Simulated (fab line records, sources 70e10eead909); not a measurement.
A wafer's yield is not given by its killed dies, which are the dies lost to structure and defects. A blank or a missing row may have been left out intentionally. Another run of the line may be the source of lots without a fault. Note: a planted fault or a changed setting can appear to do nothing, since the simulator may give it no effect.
Matching of chambers | flow nand-harc | 4 sister chambers for NHARC_A_STAIRCASE_TRIM_196 on rie-diel-03
The step chemistry O2, time 211.2 s. 14 wafers are shown with their chamber, then 7 later ones without.

== WAFERS, EACH WITH ITS CHAMBER ==
wafer  | chamber | showerhead-plenum-p-Torr (Torr) | oes-product-au (a.u.) | rf-vpp-V (V)
L075.2 | 2       | 3.65                            | 0.995                 | 58.2
L075.3 | 1       | 3.62                            | 1.004                 | 58.4
L075.5 | 1       | 3.62                            | 1.009                 | 58.1
L080.1 | 1       | 3.61                            | 1.005                 | 57.7
L080.2 | 3       | 3.80                            | 0.992                 | 57.3
L080.3 | 0       | 3.48                            | 0.982                 | 56.1
L080.4 | 2       | 3.65                            | 0.987                 | 58.8
L080.5 | 3       | 3.80                            | 0.990                 | 58.9
L080.6 | 0       | 3.48                            | 0.986                 | 57.9
L082.2 | 0       | 3.48                            | 0.999                 | 57.7
L082.3 | 3       | 3.80                            | 0.995                 | 58.9
L082.6 | 3       | 3.80                            | 0.993                 | 57.4
L085.2 | 1       | 3.60                            | 1.019                 | 57.8
L085.3 | 2       | 3.64                            | 1.006                 | 59.4

SIGNATURES, as means of the wafers listed above
reading                  | chamber 0 | chamber 1 | chamber 2 | chamber 3 | scatter within a chamber
showerhead-plenum-p-Torr | 3.4800    | 3.6125    | 3.6467    | 3.8000    | 0.00585
oes-product-au           | 0.98900   | 1.00925   | 0.99600   | 0.99250   | 0.00703
rf-vpp-V                 | 57.233    | 58.000    | 58.800    | 58.125    | 0.733
Rule: for each reading, subtract the chamber's mean from the wafer's reading, divide by that reading's scatter and square the result; add these up over the readings and take the root, which gives the wafer's distance from the chamber. If the next closest chamber is less than 2 further off than the closest, the wafer can't be placed; otherwise it belongs to the closest. The scatter: the root of (the sum of the squares of (reading less its chamber's mean) over the shown wafers, divided by (wafers less chambers)).

== WAFERS WHOSE CHAMBER IS MISSING ==
wafer  | showerhead-plenum-p-Torr (Torr) | oes-product-au (a.u.) | rf-vpp-V (V)
L085.4 | 3.47                            | 0.998                 | 57.6
L087.1 | 3.60                            | 1.010                 | 58.2
L087.3 | 3.79                            | 0.986                 | 58.5
L087.6 | 3.47                            | 0.991                 | 58.4
L091.2 | 3.47                            | 0.986                 | 58.4
L091.3 | 3.63                            | 0.994                 | 57.7
L091.6 | 3.47                            | 0.980                 | 57.9

== CHAMBER TAKEN BY EACH ==
wafer  | from the rows above     | in truth
L085.4 | 0                       | 0
L087.1 | 1                       | 1
L087.3 | 3                       | 3
L087.6 | 0                       | 0
L091.2 | 0                       | 0
L091.3 | can't be placed: 2 or 1 | 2
L091.6 | 0                       | 0
6 of 7 placed correctly. Unplaceable from these rows: 1, with the true chamber sitting among the candidates in 1. Wrongly placed: 0.
